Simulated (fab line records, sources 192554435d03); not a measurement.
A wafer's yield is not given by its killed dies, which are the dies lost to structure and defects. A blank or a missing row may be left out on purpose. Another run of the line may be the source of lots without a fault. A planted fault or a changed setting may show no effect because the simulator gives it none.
Code-filled problem report in 8D (eight disciplines) form / flow n5 finfet / the parts of the form that need people (team, actions taken, sign-off) are left out

== 1. THE PROBLEM ==
At N5_BEOL_M9_OCD_MEAS_38, trench depth nm averages 132 nm over 2 wafers from 2 lots, while fault-free wafers read 151 nm, standard deviation 3.1. Measured from the usual mean, that is -6.0 standard deviations.
Earliest sighting: wafer L396.5 on ocd-01 at day 11 18:08. The record holds 21 wafers of 8 lots with a number at this step. Rule for "out" (also "out of limits"): further than 4 standard deviations from the usual mean. The rest of the wafers with a number are treated as sound.

== 2. WHAT IT IS AND WHAT IT IS NOT ==
question=which readings at this step | is=trench depth nm | is not=-
question=which lots | is=L396, L398 | is not=L390, L395, L403, L409, L412, L413
question=which wafers of those lots | is=L396.5, L398.1 | is not=L396.2, L398.2
question=read on which gauges | is=ocd-01 | is not=ocd-02
question=when | is=from day 11 18:08 | is not=up to then (7 sound wafers); but 12 sound wafers of L398, L403, L409, L412, L413 came after

== 3. THE SUSPECTS, EACH WITH WHAT RULES IT OUT ==
Counting: any tool at a process step up to the reading remains a suspect provided it ran every lot that is out. Sound lots after the first of them don't rule it out here, since some wafers of a struck lot are sound.
- ruled out: the gauge at N5_BEOL_M9_OCD_MEAS_38. All the wafers that are out were read on ocd-01, but those of them that N5_BEOL_M9_THK_MEAS_53 has rows for are out there too, on other tools.
- rie diel-01 at N5_BEOL_M9_TRENCH_ETCH_37 (etches SiCOH lowk in C4F6/O2, target depth 151.43 nm, time 49 s): kept. It ran every lot that is out, first L396 (day 11 17:57); its last sound lot up to then is L395 (day 11 15:11).
Left after counting: rie diel-01 at N5_BEOL_M9_TRENCH_ETCH_37.

== 4. THE CAUSE (what the simulator had put in) ==
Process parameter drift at N5_BEOL_M9_TRENCH_ETCH_37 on rie diel-01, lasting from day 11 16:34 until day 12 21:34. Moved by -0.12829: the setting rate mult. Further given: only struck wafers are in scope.
Only this tool survived the counting.

== 5. THE EFFECT CHAIN, in route order ==
One row per reading whose mean, taken over the struck wafers that have a number, lies over 3 standard deviations from the usual. Only readings for which the record gives a usual standard deviation are gone through. hours: the time from each lot's start at the first step in this table that gives one to its start at this step, as a median over the lots. sigmas: the change in usual standard deviations.
hours=0; step=N5_BEOL_M9_OCD_MEAS_38; reading=trench depth nm; usual=151 nm; on struck wafers=132; change=-18; sigmas=-6.0
hours=3; step=N5_BEOL_M9_THK_MEAS_53; reading=M9_THK; usual=141 nm; on struck wafers=124; change=-17; sigmas=-4.7
hours=4; step=N5_BEOL_M9_RS_MEAS_57; reading=M9_RS; usual=0.150 ohm/sq; on struck wafers=0.172; change=+0.022; sigmas=+5.6
hours=47; step=N5_BEOL_M15_RC_MEAS_101; reading=SERP_M9; usual=3.05 ohm/um; on struck wafers=3.55; change=+0.50; sigmas=+5.0
hours=47; step=N5_BEOL_M15_RC_MEAS_101; reading=SERP_M9_max_site; usual=3.14 ohm/um; on struck wafers=3.72; change=+0.58; sigmas=+5.3
Later steps that measure or inspect, where all struck wafers having a row at the step show a number for every such reading and not one has moved that far: N5_BEOL_M9_CD_MEAS_35.

== 6. HOW IT WOULD HAVE BEEN CAUGHT EARLIER ==
In this record the first reading out of limits at a measuring or inspecting step was taken at day 11 18:08, 2 hours after the fault began at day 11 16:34.
An alarm limit of 4 standard deviations would not have fired on the tool readings at N5_BEOL_M9_TRENCH_ETCH_37 for which the record gives a usual standard deviation, since none of them was out on any struck wafer.
Among the 2 lots that are out, L398 began N5_BEOL_M9_TRENCH_ETCH_37 on rie diel-01 after day 11 18:08. A hold on the tool at that time would have spared it.
